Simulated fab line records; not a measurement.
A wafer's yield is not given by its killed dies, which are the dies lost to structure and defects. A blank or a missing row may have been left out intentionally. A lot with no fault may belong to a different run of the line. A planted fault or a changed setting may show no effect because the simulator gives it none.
Matching of chambers ; flow nandHarc ; NHARC_A_CONTACT_DEP_58 on pecvd-02: 3 sister chambers
The step deposits SiON, target thk 60 nm. 36 wafers are shown with their chamber, then 12 later ones without.

WAFERS WITH THEIR CHAMBER
wafer;chamber;heaterPowerW (W)
L077.4;2;723
L077.5;1;723
L077.6;0;677
L074.1;0;641
L074.2;2;724
L074.4;1;711
L074.3;1;712
L074.5;0;661
L074.6;2;728
L075.1;0;696
L075.4;1;741
L075.6;2;670
L076.2;2;634
L076.3;0;760
L076.5;1;761
L076.1;1;738
L076.4;2;639
L076.6;0;757
L081.2;2;716
L081.3;1;747
L081.6;0;632
L081.1;0;597
L081.4;1;746
L081.5;2;713
L082.1;0;649
L082.5;1;630
L082.6;0;664
L085.2;1;712
L085.4;1;721
L085.6;2;715
L084.1;0;675
L084.4;0;684
L084.5;2;616
L087.2;1;722
L087.5;2;746
L087.6;1;725

SIGNATURES, as means of the wafers listed above
reading;chamber 0;chamber 1;chamber 2;scatter within a chamber
heaterPowerW;674.42;722.23;693.09;41.5
Rule: a wafer's distance from a chamber is the root of the sum, over the readings, of the square of ((its reading less the chamber's mean) divided by the reading's scatter). The wafer belongs to the nearest chamber; if the next one is less than 2 further off, it can't be placed. How the scatter is found: for the shown wafers, subtract from each reading the mean of its chamber, square and add these, divide the total by (wafers less chambers), then take the root.

WAFERS WITHOUT THEIR CHAMBER
wafer;heaterPowerW (W)
L086.2;690
L086.5;710
L086.6;690
L093.3;687
L093.5;686
L093.6;716
L093.1;746
L093.2;604
L093.4;599
L097.3;637
L097.5;652
L097.6;675

THE CHAMBER EACH PASSED THROUGH
wafer;from the rows above;in truth
L086.2;can't be placed: 2 or 0 or 1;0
L086.5;can't be placed: 1 or 2 or 0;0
L086.6;can't be placed: 2 or 0 or 1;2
L093.3;can't be placed: 2 or 0 or 1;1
L093.5;can't be placed: 2 or 0 or 1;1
L093.6;can't be placed: 1 or 2 or 0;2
L093.1;can't be placed: 1 or 2 or 0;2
L093.2;can't be placed: 0 or 2 or 1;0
L093.4;can't be placed: 0 or 2 or 1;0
L097.3;can't be placed: 0 or 2 or 1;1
L097.5;can't be placed: 0 or 2 or 1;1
L097.6;can't be placed: 0 or 2 or 1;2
Placed correctly: 0 of 12. Cannot be placed on the basis of these rows: 12; the candidates contain the true chamber in 12. 0 placed wrongly.
